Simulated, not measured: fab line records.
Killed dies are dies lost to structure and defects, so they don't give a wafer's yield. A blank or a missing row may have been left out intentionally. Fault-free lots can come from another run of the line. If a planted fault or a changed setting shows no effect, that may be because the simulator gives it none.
Split-lot study + flow n5Finfet + 21 wafers read across 7 lots, on a route 1938 steps long

== THE SPLIT ==
At N5_WELL_APT_COAT_02 (resist thk 950 nm), the setting spinRpm was moved away from the recipe's 1357 rpm on 5 of the 21 wafers read, by -10.5% to +7.1%. For the rest of the wafers, this setting stayed at what the recipe calls for.

The split's own step is where the reading is taken.

== THE READING ==
coat_of_WELL_APT_COAT_02.thkNm (the simulator's own value, which no gauge read), in nm, at N5_WELL_APT_COAT_02 (resist thk 950 nm). The file gives no usual value for it. The 16 wafers here that ran the recipe average 952.1 nm, standard deviation 2.6 nm.

| wafer  | tool, chamber at the split | spinRpm as run, rpm | against the recipe | coat_of_WELL_APT_COAT_02.thkNm, nm | against lot-mates on the recipe |
|--------|----------------------------|---------------------|--------------------|------------------------------------|---------------------------------|
| L074.4 | lithoTrack-05, 0           | 1453                | +7.1%              | 918.7                              | -30.4                           |
| L074.5 | lithoTrack-05, 0           | 1357                | recipe             | 948.5                              | -                               |
| L074.6 | lithoTrack-05, 0           | 1357                | recipe             | 949.7                              | -                               |
| L075.2 | lithoTrack-04, 0           | 1357                | recipe             | 953.6                              | -                               |
| L075.3 | lithoTrack-04, 0           | 1357                | recipe             | 955.9                              | -                               |
| L075.4 | lithoTrack-04, 0           | 1215                | -10.5%             | 1010                               | +55.2                           |
| L084.3 | lithoTrack-04, 0           | 1357                | recipe             | 954.3                              | -                               |
| L084.5 | lithoTrack-04, 0           | 1357                | recipe             | 952.4                              | -                               |
| L084.6 | lithoTrack-04, 0           | 1357                | recipe             | 956                                | -                               |
| L088.1 | lithoTrack-03, 0           | 1357                | recipe             | 950.6                              | -                               |
| L088.3 | lithoTrack-03, 0           | 1357                | recipe             | 952.3                              | -                               |
| L088.5 | lithoTrack-03, 0           | 1357                | recipe             | 951.6                              | -                               |
| L091.1 | lithoTrack-05, 0           | 1232                | -9.2%              | 1000                               | +44.9                           |
| L091.2 | lithoTrack-05, 0           | 1232                | -9.2%              | 1000                               | +44.9                           |
| L091.5 | lithoTrack-05, 0           | 1357                | recipe             | 955.1                              | -                               |
| L093.1 | lithoTrack-03, 0           | 1357                | recipe             | 953                                | -                               |
| L093.2 | lithoTrack-03, 0           | 1357                | recipe             | 951.5                              | -                               |
| L093.5 | lithoTrack-03, 0           | 1357                | recipe             | 951.1                              | -                               |
| L097.4 | lithoTrack-03, 0           | 1441                | +6.2%              | 920.3                              | -28.7                           |
| L097.5 | lithoTrack-03, 0           | 1357                | recipe             | 951.9                              | -                               |
| L097.6 | lithoTrack-03, 0           | 1357                | recipe             | 946.1                              | -                               |

THE FIT
A straight line over all 21 wafers: coat_of_WELL_APT_COAT_02.thkNm changes by -5.21 nm for each +1% of spinRpm; r = -0.99; the points scatter about the line by 2.6 nm.
The same after taking each lot's own level away (the mean of its wafers on the recipe; 21 wafers): -4.87 nm for each +1%; r = -1.00; scatter 1.8 nm.
That fit puts the effect of the largest move of spinRpm on the reading at 51 nm.
From 949.00 to 955.10 nm: that is the span of the lots' own levels, equal to 2.4 times the standard deviation above.
Hence the lot-to-lot level has little effect on the slope; both slopes agree.
Check: for one of the wafers moved furthest among these (-10.5%), held out of the fit, the line's prediction against its lot-mates is +49.7 nm. Against them it came out at +55.2 nm.

== FILE'S OWN FIT ==
coat_of_WELL_APT_COAT_02.thkNm changes by -4.9 nm for each +1% of spinRpm, r = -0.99.
